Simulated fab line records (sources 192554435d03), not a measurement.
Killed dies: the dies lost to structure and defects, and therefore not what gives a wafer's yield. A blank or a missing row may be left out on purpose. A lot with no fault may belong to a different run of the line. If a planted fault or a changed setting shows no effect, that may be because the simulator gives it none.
Comparing a struck lot with a sound one | flow n5 finfet | 17 out of 1938 route steps
Sound: wafers L556.1, L556.4, L556.5. Struck: wafer L565.2. (L565.1, L565.4 of the same lot were not struck and are left out.) The cause comes at the end.
Order at every step that has rows: each side's tool, ch and its chambers, its first start. Under that, the readings that differ: sound wafers | struck wafers | difference of the means | sigmas: that difference in standard deviations of wafers without a fault.
alike: words and numbers the same on both sides, and readings whose means are apart by under 2 such deviations; not compared: readings that were withheld, readings missing a value for some wafer, numbers with overlapping values and no deviation given by the record, and bounds like >300 which may hide the same value.
Wherever a step has rows on one side only, a row that says differs or no value, or a row with sigmas, the two part there. Numbers that have no deviation but don't overlap get no sigmas and don't part them. Lack of a reading on every wafer of one side parts them only where that side has two or more wafers.

N5_BEOL_M0_CUTY_CD_MEAS_57 targets a cd of 200 nm.
  sound on cd sem-02 ch 0, day 5 15:35; struck on cd sem-01 ch 0, day 7 19:14
  alike: cd nm
N5_BEOL_M0_CUTY_OVL_MEAS_58:
  sound on overlay-02 ch 0, day 5 15:37; struck on overlay-01 ch 0, day 7 19:16
  alike: M0_ABLK_OVL
N5_BEOL_M0_CUTY_INSPECT_59: inspects for defects (macro).
  sound: defect inspect-02 at day 5 15:38; struck: defect inspect-01 at day 7 19:17
  alike: raw defect count
then, 1 step without rows for these wafers: N5_BEOL_M0_CUTY_DESCUM_61 (chemistry O2, time 7.9 s).
N5_BEOL_M0_CUTY_ETCH_62: etches SiARC in CF4, time 58.5 s.
  sound on rie diel-04 ch 0,3, day 5 15:47; struck on rie diel-05 ch 3, day 7 19:22
  reading                | sound             | struck | difference | sigmas
  throttle valve pct (%) | 15.32 15.78 15.33 | 15.96  | +0.48      | +2
  alike: drypump motor current A, etch rf on time s, oes product au, rf vpp V, showerhead plenum p Torr
  not compared: rf hours counter h
then, 2 steps without rows for these wafers: N5_BEOL_M0_CUTY_ETCH_63 (etches SOC in N2/H2, target depth 82.7 nm, overetch 16.5 nm, time 124 s); N5_BEOL_M0_CUTY_STRIP_64 (strips in N2/H2).
N5_BEOL_M0_ETCH_138: etches SiCN in CH3F/O2, target depth 12 nm, time 31.6 s.
  sound on rie diel-04 ch 0,3, day 5 15:57; struck on rie diel-05 ch 3, day 7 19:32
  alike: O2_flow_sccm, drypump motor current A, etch rf on time s, oes product au, rf vpp V, showerhead plenum p Torr, throttle valve pct
  not compared: rf hours counter h
then, 1 step without rows for these wafers: N5_BEOL_M0_HM_OPEN_105 (chemistry Cl2/BCl3, target TiN, target depth 12 nm).
N5_BEOL_M0_STRIP_140: strips in CF4.
  sound on rie diel-04 ch 0,1,3, day 5 17:58; struck on rie diel-05 ch 2, day 8 03:16
  alike: drypump motor current A, oes product au, rf vpp V, showerhead plenum p Torr, throttle valve pct
  not compared: rf hours counter h
N5_BEOL_M0_STRIP_104: strips in N2/H2.
  sound on rie diel-04 ch 0,1,3, day 5 17:59; struck on rie diel-05 ch 2, day 8 03:17
  reading                | sound             | struck | difference | sigmas
  throttle valve pct (%) | 23.48 23.42 23.54 | 22.74  | -0.74      | -3
  alike: drypump motor current A, n2 flow sccm, oes product au, rf vpp V, showerhead plenum p Torr
  not compared: rf hours counter h
then, 1 step without rows for these wafers: N5_BEOL_M0_WET_ETCH_106 (etches SiO2 in DHF, target depth 130 nm, rinse time 30 s).
N5_BEOL_M0_ETCH_128: etches SiCN in CF4/N2, target depth 12 nm, overetch 5.1 nm, time 21.4 s.
  sound on rie diel-05 ch 1,3, day 5 18:07; struck on rie diel-05 ch 0, day 8 03:44
  reading                                         | sound          | struck | difference | sigmas
  drypump motor current A (A)                     | 5.2 5.2 5.6    | 6.4    | +1.1       | +2
  model.TiN_of_BEOL_M0_SAQP_HM_DEP_02.thk nm (nm) | 10.8 10.8 10.8 | 10.6   | -0.2       |
  alike: n2 flow sccm, oes product au, rf vpp V, showerhead plenum p Torr, throttle valve pct
  not compared: rf hours counter h
N5_BEOL_M0_TRENCH_ETCH_107: etches SiOC in C4F6/O2, target depth 32.8 nm, time 16.4 s.
  sound on rie diel-05 ch 1,3, day 5 18:10; struck on rie diel-05 ch 0, day 8 03:47
  reading                                         | sound       | struck | difference | sigmas
  drypump motor current A (A)                     | 5.2 5.2 5.6 | 6.4    | +1.1       | +2
  model.TiN_of_BEOL_M0_SAQP_HM_DEP_02.thk nm (nm) | 9.4 9.4 9.6 | 9.2    | -0.3       |
  alike: O2_flow_sccm, oes product au, rf vpp V, showerhead plenum p Torr, throttle valve pct
  not compared: rf hours counter h
N5_BEOL_M0_STRIP_142: strips in N2/H2, time 10 s.
  sound on rie diel-05 ch 1,3, day 5 18:11; struck on rie diel-05 ch 0, day 8 03:48
  reading                     | sound          | struck | difference | sigmas
  drypump motor current A (A) | 5.2 5.2 5.6    | 6.4    | +1.1       | +2
  rf vpp V (V)                | 60.5 57.7 58.4 | 61.5   | +2.6       | +3
  alike: n2 flow sccm, oes product au, showerhead plenum p Torr, throttle valve pct
  not compared: rf hours counter h
-- here the record skips 2 days between the struck wafers' starts before and after, leaving off in module BEOL_M0 and picking up in module BEOL_M4 (first step shown: number 1111 of the route) --
N5_BEOL_M4_RC_MEAS_101:
  sound on prober-02 ch 0, day 8 07:57; struck on prober-02 ch 0, day 10 12:01
  reading       | sound          | struck | difference | sigmas
  DIBL_N (mV/V) | 40.5 37.9 39.8 | 34.9   | -4.5       | -2
  alike: DIBL_P, IOFF_N, IOFF_P, ION_N, ION_P, SS_N, SS_P, VT_N, VT_P
-- the record jumps here: 4 days lie between the struck wafers' starts before and after (it left off in module BEOL_M4 and takes up again in module PASSIVATION, whose first step shown is number 1936 of the route) --
N5_PASSIVATION_PROBE_49:
  sound: prober-02 at day 13 06:48; struck: prober-01 at day 14 23:22
  alike: defect limited yield, killed_at_M0_to_M3, killed_at_M4_up, killed at contacts, killed at front end, killed at other, killed dies, killed open, killed short, sort_bin_5_function, sort_bin_6_memory, sort n pass, sort yield pct

WHERE THEY PART
Earliest at N5_BEOL_M0_CUTY_ETCH_62; latest, in this record, at N5_BEOL_M4_RC_MEAS_101. Later steps at which nothing parts them and some readings are alike: N5_PASSIVATION_PROBE_49.

WHY: what had been put in by the simulator
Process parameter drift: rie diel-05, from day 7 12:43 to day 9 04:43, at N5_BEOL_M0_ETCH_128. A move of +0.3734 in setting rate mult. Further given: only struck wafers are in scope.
